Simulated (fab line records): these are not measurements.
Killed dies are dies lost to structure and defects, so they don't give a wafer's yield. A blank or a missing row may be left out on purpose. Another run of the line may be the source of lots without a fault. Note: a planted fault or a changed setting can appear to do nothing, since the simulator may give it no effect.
Matching of chambers	flow n5_finfet	cmp-01 running N5_MOL_CONTACT_COAG_CMP_28: 4 sister chambers
The step polishes, stops on SiNx, t overpolish 0.85 s, target thk 14.522 nm. 8 wafers are shown with their chamber, then 9 later ones without.

## WAFERS, EACH WITH ITS CHAMBER
wafer	chamber	motor_current_A (A)	time_to_endpoint_s (s)
L089.5	1	12.7	6.0
L089.6	2	13.8	7.6
L088.2	0	15.4	4.3
L088.5	3	12.4	8.0
L088.6	0	14.8	3.3
L091.1	1	12.6	4.3
L091.2	3	11.9	4.1
L091.3	2	12.8	7.1

## WAFERS MISSING THEIR CHAMBER
wafer	motor_current_A (A)	time_to_endpoint_s (s)
L093.2	12.4	6.8
L093.5	11.5	4.9
L093.6	15.0	4.9
L096.2	13.1	8.7
L096.4	13.2	7.8
L096.6	12.4	8.7
L097.1	12.1	6.1
L097.5	12.4	7.7
L097.6	15.7	3.5

## CHAMBER TAKEN BY EACH
wafer	from the rows above	in truth
L093.2	can't be placed: 3 or 1 or 2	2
L093.5	can't be placed: 3 or 1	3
L093.6	0	0
L096.2	can't be placed: 2 or 1 or 3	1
L096.4	can't be placed: 2 or 1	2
L096.6	can't be placed: 3 or 2 or 1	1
L097.1	can't be placed: 3 or 1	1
L097.5	can't be placed: 3 or 1 or 2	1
L097.6	0	0
Placed correctly: 2 of 9. Unplaceable from these rows: 7, with the true chamber sitting among the candidates in 7. Wrongly placed: 0.
How it was worked out, from the rows above alone: a wafer's distance from a chamber is the root of the sum, over the readings, of the square of ((its reading less the chamber's mean) divided by the reading's scatter). The wafer belongs to the nearest chamber; if the next one is less than 2 further off, it can't be placed. Each chamber's mean is taken over the wafers shown for it. The scatter: take each reading less its chamber's mean, square it, sum over the shown wafers, divide by the number of wafers less the number of chambers, and take the root.
